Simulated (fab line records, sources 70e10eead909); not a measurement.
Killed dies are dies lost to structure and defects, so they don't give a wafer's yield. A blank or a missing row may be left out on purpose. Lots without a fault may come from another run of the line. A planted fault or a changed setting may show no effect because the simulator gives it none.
fab line records | flow nand_harc
record lots=6 wafers=18 last_day=30
route steps=1302 shown P_BONDPAD@357
lots that met no fault: from a run of the same line without faults
start_h: hours from the record's first day to the start of the lot's first wafer shown | wait_h: hours since the lot's step before | " the same as in the row above | L1.1+2: a row that stands for several wafers | - no value, or no start given | * or withheld: withheld | < > ~ a bound
route shown NAME@n: a module of which the file shows steps, and the number in the route of the first | usual: mean/standard deviation of fault-free wafers | same: alike in all rows | chamber/n: place in a boat | sites: the reading at each site | _std_site: their standard deviation | _edge_site: outer sites' mean less inner sites' | radius_mm: how far each site lies from the wafer's centre | mask NAME#n: copy n | behind: the tool/chamber that last shaped the wafer | hold: why the lot was held/for how many hours/how that ended | device: the transistor (n, p or np) that didn't switch | end of line: the same wafers' tests at the end of the route | a step without rows: its recipe alone | killed: dies lost to structure and defects at the first sort, not the wafer's yield | map: a wafer's dies, x killed, . not, _ none there
set.NAME: the setting as run; set.NAME@STEP: as run at that earlier step | model.NAME: the simulator's own value behind a step, which no gauge read
lots at some steps of the route; a table a step, a row a wafer
services: from which hour (start_h, from the record's first day; less than 0 if before it) a tool's chamber was out of use, for how many hours, and why
## steps
# step NHARC_P_BONDPAD_COAT_36
# recipe temp_c=200 time_s=65
# step NHARC_P_BONDPAD_COAT_03
# recipe spin_rpm=2000 resist_thk_nm=600
# step NHARC_P_BONDPAD_SOFTBAKE_04
# recipe temp_c=125 time_s=70
# step NHARC_P_BONDPAD_EBR_05
# step NHARC_P_BONDPAD_EXPOSE_06
# recipe na=0.55 dose_mj=37.06 mask_id=P_BPAD
# step NHARC_P_BONDPAD_PEB_07
# recipe peb_temp_c=128 peb_time_s=80
# step NHARC_P_BONDPAD_DEVELOP_08
# recipe time_s=50 dev_temp_c=22
# step NHARC_P_BONDPAD_CD_MEAS_09
# recipe target_cd_nm=500 landing_energy_ev=500
# usual cd_nm=499.4/1.6
# columns lot.wafer tool chamber start_h wait_h cd_nm
L354.1 cd_sem-01 0 161.36 - 499.4
L354.4 " 0 " " 499.7
L354.5 " 0 " " 499.2
L356.1 cd_sem-02 0 173.76 - 498.2
L356.3 " 0 " " 498.8
L356.5 " 0 " " 499.5
L360.2 cd_sem-02 0 217.52 - 500.5
L360.3 " 0 " " 499.2
L360.6 " 0 " " 500.5
L361.4 cd_sem-02 0 231.22 - 496.0
L361.5 " 0 " " 497.1
L361.6 " 0 " " 498.1
L365.1 cd_sem-02 0 275.96 - 499.3
L365.2 " 0 " " 497.5
L365.5 " 0 " " 497.9
L367.2 cd_sem-02 0 290.64 - 501.0
L367.5 " 0 " " 497.0
L367.6 " 0 " " 498.3
# step NHARC_P_BONDPAD_OVL_MEAS_38
# usual overlay_x_nm=0/5.8 overlay_y_nm=0/5.4
# columns lot.wafer tool chamber start_h wait_h overlay_x_nm overlay_y_nm
L354.1 overlay-02 - 161.45 - -14 -3
L354.4 " - " " -14 -3
L354.5 " - " " -14 -3
L356.1 overlay-01 - 173.85 - -1 7
L356.3 " - " " -1 7
L356.5 " - " " -1 7
L360.2 overlay-01 - 217.60 - 4 2
L360.3 " - " " 5 3
L360.6 " - " " 4 3
L361.4 overlay-01 - 231.30 - -10 -3
L361.5 " - " " -10 -3
L361.6 " - " " -10 -3
L365.1 overlay-02 - 276.05 - -2 3
L365.2 " - " " -1 3
L365.5 " - " " -1 3
L367.2 overlay-02 - 290.72 - 1 4
L367.5 " - " " 1 3
L367.6 " - " " 1 3
# step NHARC_P_BONDPAD_HARDBAKE_10
# recipe temp_c=118 time_s=65
# step NHARC_P_BONDPAD_DESCUM_11
# recipe time_s=3 o2_flow_sccm=200 ar_flow_sccm=0 bias_power_w=0 chemistry=O2
# usual drypump_motor_current_A=6.00/0.27 oes_product_au=0.998/0.0062 rf_vpp_V=57.7/0.88 showerhead_plenum_p_Torr=1.92/0.1 throttle_valve_pct=11.311/0.0098
# same bias_power_w=0
# columns lot.wafer tool chamber start_h wait_h drypump_motor_current_A oes_product_au rf_hours_counter_h rf_vpp_V showerhead_plenum_p_Torr throttle_valve_pct
L354.1 rie_diel-01 0 161.59 - 5.94 0.993 2.6 58.5 2.07 11.321
L354.4 " 1 " " 6.40 1.006 3.4 56.4 1.80 11.334
L354.5 " 3 " " 6.04 0.999 - 57.7 1.87 11.315
L356.3 rie_diel-12 3 173.99 - 6.01 0.995 3.8 57.9 1.78 11.314
L356.1 " 0 " " 5.97 0.995 3.9 58.8 2.06 11.306
L356.5 " 1 " " 6.19 0.999 - 56.3 1.86 11.311
L360.2 rie_diel-12 3 217.73 - 6.08 1.001 6.3 56.9 1.78 11.318
L360.3 " 0 " " 5.97 1.004 5.9 57.3 2.06 11.311
L360.6 " 2 " " 6.22 0.994 - 57.6 1.98 11.302
L361.4 rie_diel-12 3 231.42 - 6.02 0.996 7.0 57.8 1.78 11.302
L361.6 " 3 " " 6.02 0.987 - 56.7 1.78 11.312
L361.5 " 0 " " 5.97 0.993 - 57.4 2.06 11.314
L365.1 rie_diel-01 0 276.17 - 5.92 0.982 2.0 58.5 2.07 11.317
L365.2 " 2 " " 5.95 0.994 2.1 58.1 1.96 11.302
L365.5 " 0 " " 5.89 0.992 - 58.0 2.07 11.319
L367.2 rie_diel-01 2 290.87 - 5.99 1.003 2.5 57.7 1.96 11.325
L367.5 " 3 " " 6.06 1.004 - 58.3 1.87 11.303
L367.6 " 0 " " 5.89 0.996 - 58.6 2.07 11.305
# step NHARC_P_BONDPAD_ETCH_37
# recipe target_depth_a=600 overetch_a=180 time_s=65.91 ion_energy_ev=200 n2_flow_sccm=150 h2_flow_sccm=150 ar_flow_sccm=0 rf_w=400 bias_w=150 chemistry=N2/H2
# usual bias_w=150.0/0.46 chamber_pressure_mTorr=30.003/0.024 drypump_motor_current_A=6.01/0.27 n2_flow_sccm=150.0/0.44 oes_product_au=0.998/0.0077 rf_vpp_V=430.5/2.9 showerhead_plenum_p_Torr=2.04/0.11 throttle_valve_pct=14.170/0.0093
# columns lot.wafer tool chamber start_h wait_h bias_w chamber_pressure_mTorr drypump_motor_current_A n2_flow_sccm oes_product_au rf_hours_counter_h rf_vpp_V showerhead_plenum_p_Torr throttle_valve_pct
L354.1 rie_diel-01 0 161.68 0.1 150.6 30.031 5.94 150.2 0.992 2.6 433.2 2.21 14.171
L354.4 " 1 " " 150.1 30.047 6.38 150.3 0.996 3.4 426.4 1.91 14.180
L354.5 " 2 " " 149.9 30.009 5.94 151.0 0.998 - 431.5 2.09 14.161
L356.3 rie_diel-12 1 174.06 0.1 150.4 29.975 6.17 150.7 0.995 4.0 428.8 1.98 14.184
L356.1 " 2 " " 150.8 30.009 6.19 150.4 0.991 3.2 433.6 2.12 14.168
L356.5 " 2 " " 149.7 29.992 6.18 150.4 1.002 - 433.5 2.12 14.174
L360.2 rie_diel-12 2 217.81 0.1 150.3 29.993 6.20 149.6 1.011 6.3 432.7 2.12 14.160
L360.3 " 1 " " 149.8 29.996 6.23 150.3 1.006 7.2 427.5 1.98 14.167
L360.6 " 2 " " 150.0 29.999 6.19 149.5 0.996 - 431.5 2.12 14.163
L361.4 rie_diel-12 0 231.52 0.1 149.8 30.016 5.99 151.0 1.000 6.5 434.4 2.20 14.175
L361.6 " 1 " " 149.7 30.003 6.21 150.0 1.010 - 429.2 1.98 14.167
L361.5 " 2 " " 150.5 29.992 6.17 149.8 1.007 - 432.1 2.12 14.168
L365.1 rie_diel-01 2 276.26 0.1 149.8 29.960 5.98 149.7 1.001 2.1 431.7 2.09 14.175
L365.2 " 0 " " 150.1 30.010 5.91 150.4 0.999 2.0 434.5 2.21 14.189
L365.5 " 1 " " 150.4 30.003 6.38 149.9 1.007 - 427.2 1.91 14.160
L367.2 rie_diel-01 1 290.94 0.1 149.5 29.990 6.40 149.6 0.995 2.3 426.2 1.91 14.190
L367.6 " 0 " " 149.8 30.018 5.94 149.9 1.005 - 434.5 2.21 14.170
L367.5 " 1 " " 149.8 30.015 6.39 150.2 0.995 - 426.4 1.91 14.166
# step NHARC_P_BONDPAD_ETCH_12
# recipe target_depth_a=2000 time_s=100 chf3_flow_sccm=50 o2_flow_sccm=10 ar_flow_sccm=200 rf_w=500 bias_w=200 chemistry=CHF3/O2
# usual bias_w=200.0/0.66 chamber_pressure_mTorr=25.001/0.023 drypump_motor_current_A=6.00/0.27 oes_product_au=0.941/0.02 rf_vpp_V=370.8/2.6 showerhead_plenum_p_Torr=2.41/0.12 throttle_valve_pct=20.572/0.0086
# columns lot.wafer tool chamber start_h wait_h bias_w chamber_pressure_mTorr drypump_motor_current_A oes_product_au rf_hours_counter_h rf_vpp_V showerhead_plenum_p_Torr throttle_valve_pct
L354.1 rie_diel-01 1 161.75 - 199.8 25.047 6.39 0.925 3.4 366.9 2.26 20.587
L354.4 " 0 " " 199.9 25.020 5.89 0.922 2.6 374.6 2.59 20.573
L354.5 " 1 " " 200.7 25.018 6.42 0.921 - 368.3 2.26 20.576
L356.3 rie_diel-12 0 174.15 - 199.8 25.039 5.98 0.912 3.9 374.1 2.57 20.587
L356.1 " 3 " " 200.2 24.967 6.06 0.926 3.9 367.6 2.24 20.577
L356.5 " 1 " " 201.0 24.985 6.19 0.927 - 369.2 2.34 20.560
L360.2 rie_diel-12 0 217.90 - - - - - - - - -
L360.3 " 3 " " - - - - - - - -
L360.6 " 1 " " - - - - - - - -
L361.4 rie_diel-12 2 231.61 - - - - - - - - -
L361.6 " 0 " " - - - - - - - -
L361.5 " 1 " " - - - - - - - -
L365.1 rie_diel-01 2 276.35 - 199.7 24.986 5.98 0.920 2.2 372.6 2.46 20.561
L365.2 " 3 " " 200.3 25.015 6.09 0.923 2.2 369.1 2.35 20.573
L365.5 " 2 " " 200.4 25.036 6.00 0.929 - 370.2 2.46 20.571
L367.2 rie_diel-01 1 291.05 - 199.2 25.002 6.37 0.934 2.4 367.2 2.26 20.573
L367.5 " 2 " " 199.7 24.988 5.97 0.926 - 370.7 2.46 20.587
L367.6 " 3 " " 200.2 24.984 6.06 0.924 - 369.9 2.35 20.575
# step NHARC_P_BONDPAD_CD_MEAS_13
# usual cd_nm=498.7/1.8
# columns lot.wafer tool chamber start_h wait_h cd_nm
L354.1 cd_sem-03 - 161.89 - 498.4
L354.4 " - " " 499.7
L354.5 " - " " 499.4
L356.1 cd_sem-02 - 174.29 - 497.8
L356.3 " - " " 498.6
L356.5 " - " " 499.0
L360.2 cd_sem-01 - 218.04 - 499.9
L360.3 " - " " 498.9
L360.6 " - " " 500.6
L361.4 cd_sem-02 - 231.74 - 495.6
L361.5 " - " " 497.4
L361.6 " - " " 497.8
L365.1 cd_sem-02 - 276.49 - 499.1
L365.2 " - " " 496.9
L365.5 " - " " 497.4
L367.2 cd_sem-01 - 291.16 - 499.9
L367.5 " - " " 495.5
L367.6 " - " " 497.8
## services
# columns tool chamber start_h hours kind
rie_diel-12 0 149.40 - clean
rie_diel-12 1 149.40 - clean
rie_diel-12 2 149.40 - clean
rie_diel-12 3 149.40 - clean
rie_diel-01 1 153.58 5.4 repair
rie_diel-12 - 158.20 0.2 repair
rie_diel-01 0 158.45 - clean
rie_diel-01 2 158.45 - clean
rie_diel-01 3 158.45 - clean
rie_diel-12 0 173.90 - clean
rie_diel-12 1 173.90 - clean
rie_diel-12 2 173.90 - clean
rie_diel-12 3 173.90 - clean
rie_diel-12 0 179.88 7.2 repair
rie_diel-01 0 182.95 - clean
rie_diel-01 1 182.95 - clean
rie_diel-01 2 182.95 - clean
rie_diel-01 3 182.95 - clean
rie_diel-01 - 198.60 1.7 repair
rie_diel-12 0 198.67 - clean
rie_diel-01 - 203.95 9.0 pm
rie_diel-12 2 262.49 7.4 repair
rie_diel-01 1 262.97 2.7 repair
rie_diel-12 - 268.40 9.0 pm
## key
first_sign step=NHARC_P_BONDPAD_ETCH_12 reading=tool_record direction=missing
effect none on later readings
met_at NHARC_P_BONDPAD_ETCH_12
struck_wafers L360.2,L360.3,L360.6,L361.4,L361.5,L361.6
later_rows_left_out L360.2,L360.3,L360.6,L361.4,L361.5,L361.6
sort_left_out L360.2,L360.3,L360.6,L361.4,L361.5,L361.6
onset_between 174.15 217.90
fault kind=skipped_step_whole tool=rie_diel-12 chamber=- onset_h=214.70 steps=NHARC_P_BONDPAD_ETCH_12 scope=struck_lots_only
# sort_left_out: the simulated sort isn't trusted on such a fault, so these wafers' sort isn't shown, and their yield isn't known
# later_rows_left_out: the simulator's readings of these wafers behind a module that went badly wrong aren't trusted and aren't shown, but for the sort
